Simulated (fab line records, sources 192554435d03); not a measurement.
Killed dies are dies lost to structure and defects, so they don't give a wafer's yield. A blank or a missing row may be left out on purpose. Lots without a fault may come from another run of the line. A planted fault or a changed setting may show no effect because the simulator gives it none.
Split-lot experiment | flow n5_finfet | 7 lots, 21 wafers read, on a route of 1938 steps

THE SPLIT
At N5_BEOL_M14_PEB_26 (peb time 90 s), the setting peb_temp_c was moved away from the recipe's 130 C on 5 of the 21 wafers read, by -1.0% to +2.8%. The other wafers ran this setting at the recipe's value.

FROM THE SPLIT TO THE READING: what the file shows between them, 2 steps
- N5_BEOL_M14_DEVELOP_27: develop time 45 s
- N5_BEOL_M14_HARDBAKE_32: time 120 s

THE READING
cd_nm, in nm, at N5_BEOL_M14_CD_MEAS_28 (target cd 284.4 nm). Fault-free wafers of this fab line usually give 283.9 nm, standard deviation 1.2 nm.

wafer  | tool, chamber at the split | peb_temp_c as run, C | against the recipe | cd_nm, nm | against lot-mates on the recipe
L074.1 | litho_track-01, 0          | 133.7                | +2.8%              | 300.2     | +16.7
L074.3 | litho_track-01, 0          | 130                  | recipe             | 283.5     | -
L074.4 | litho_track-01, 0          | 133.7                | +2.8%              | 299.0     | +15.5
L076.1 | litho_track-01, 0          | 130                  | recipe             | 284.1     | -
L076.3 | litho_track-01, 0          | 133                  | +2.3%              | 305.8     | +21.8
L076.6 | litho_track-01, 0          | 130                  | recipe             | 283.8     | -
L077.1 | litho_track-05, 0          | 130                  | recipe             | 296.3     | -
L077.4 | litho_track-05, 0          | 130                  | recipe             | 284.6     | -
L077.5 | litho_track-05, 0          | 130                  | recipe             | 284.4     | -
L086.1 | litho_track-05, 0          | 130                  | recipe             | 284.8     | -
L086.5 | litho_track-05, 0          | 130                  | recipe             | 278.6     | -
L086.6 | litho_track-05, 0          | 132.3                | +1.8%              | 295.2     | +13.5
L088.1 | litho_track-05, 0          | 130                  | recipe             | 281.4     | -
L088.3 | litho_track-05, 0          | 130                  | recipe             | 280.8     | -
L088.6 | litho_track-05, 0          | 130                  | recipe             | 284.0     | -
L094.1 | litho_track-04, 0          | 130                  | recipe             | 283.6     | -
L094.4 | litho_track-04, 0          | 130                  | recipe             | 283.4     | -
L094.5 | litho_track-04, 0          | 130                  | recipe             | 283.5     | -
L096.1 | litho_track-04, 0          | 130                  | recipe             | 285.0     | -
L096.3 | litho_track-04, 0          | 130                  | recipe             | 297.3     | -
L096.6 | litho_track-04, 0          | 128.7                | -1.0%              | 279.8     | -11.3

THE FIT
A straight line over all 21 wafers: cd_nm changes by +5.99 nm for each +1% of peb_temp_c; r = +0.81; the points scatter about the line by 4.7 nm.
The same after taking each lot's own level away (the mean of its wafers on the recipe; 21 wafers): +6.99 nm for each +1%; r = +0.89; scatter 3.8 nm.
On that fit, the largest move of peb_temp_c shifts the reading by 20 nm.
The lots' own levels span 281.70 to 291.15 nm, that is 7.9 times the standard deviation above.
So the lot-to-lot level changes the slope: the two fits differ.
Check: with one of the wafers moved furthest among these (+2.8%) left out of the fit, the line predicts +21 nm for it against its lot-mates. It came out at +16.7 nm against them.

OTHER SPLITS ON THESE WAFERS
These wafers also went through other splits before the reading. Each is held against what the fit with the lots' levels taken away leaves over:
other split on the same wafers | wafers away from the commonest value | r with cd_nm (lot level and that fit taken away)
N5_BEOL_M13_COAT_58 spin_rpm   | 5                                    | +0.26
N5_BEOL_M14_EXPOSE_25 dose_mj  | 6                                    | +0.75

THE WHOLE CHAIN: every reading that the file lists as answering this split, in the file's order
step                       | what it does                                                    | reading                                                         | change (the file's fit)                                                                 | r (the file's)
N5_BEOL_M14_CD_MEAS_28     | target cd 284.4 nm                                              | cd_nm                                                           | +7.48 nm for each +1% of the setting                                                    | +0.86
N5_BEOL_M14_DESCUM_33      | chemistry O2, time 7.9 s                                        | BEOL_M14.cd_nm (the simulator's own value, which no gauge read) | +7.41 nm for each +1% of the setting                                                    | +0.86
N5_BEOL_M14_ETCH_67        | etches SiARC in CF4, target depth 143 nm, time 238.3 s          | BEOL_M14.cd_nm (the simulator's own value, which no gauge read) | +5.56 nm for each +1% of the setting, in a fit together with dose_mj@BEOL_M14_EXPOSE_25 | 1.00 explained
N5_BEOL_M14_ETCH_68        | etches SOC in N2/H2, time 450 s                                 | BEOL_M14.cd_nm (the simulator's own value, which no gauge read) | +5.25 nm for each +1% of the setting, in a fit together with dose_mj@BEOL_M14_EXPOSE_25 | 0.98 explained
N5_BEOL_M14_TRENCH_ETCH_34 | etches SiO2 in C4F8/O2/Ar, target depth 556.65 nm, time 126.9 s | BEOL_M14.cd_nm (the simulator's own value, which no gauge read) | +5.28 nm for each +1% of the setting, in a fit together with dose_mj@BEOL_M14_EXPOSE_25 | 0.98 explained
N5_BEOL_M14_ETCH_38        | etches SiCN in CF4/N2, target depth 106.5 nm, time 120.6 s      | BEOL_M14.cd_nm (the simulator's own value, which no gauge read) | +5.24 nm for each +1% of the setting, in a fit together with dose_mj@BEOL_M14_EXPOSE_25 | 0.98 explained

THE FILE'S OWN FIT
cd_nm changes by +7.48 nm for each +1% of peb_temp_c, r = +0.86.
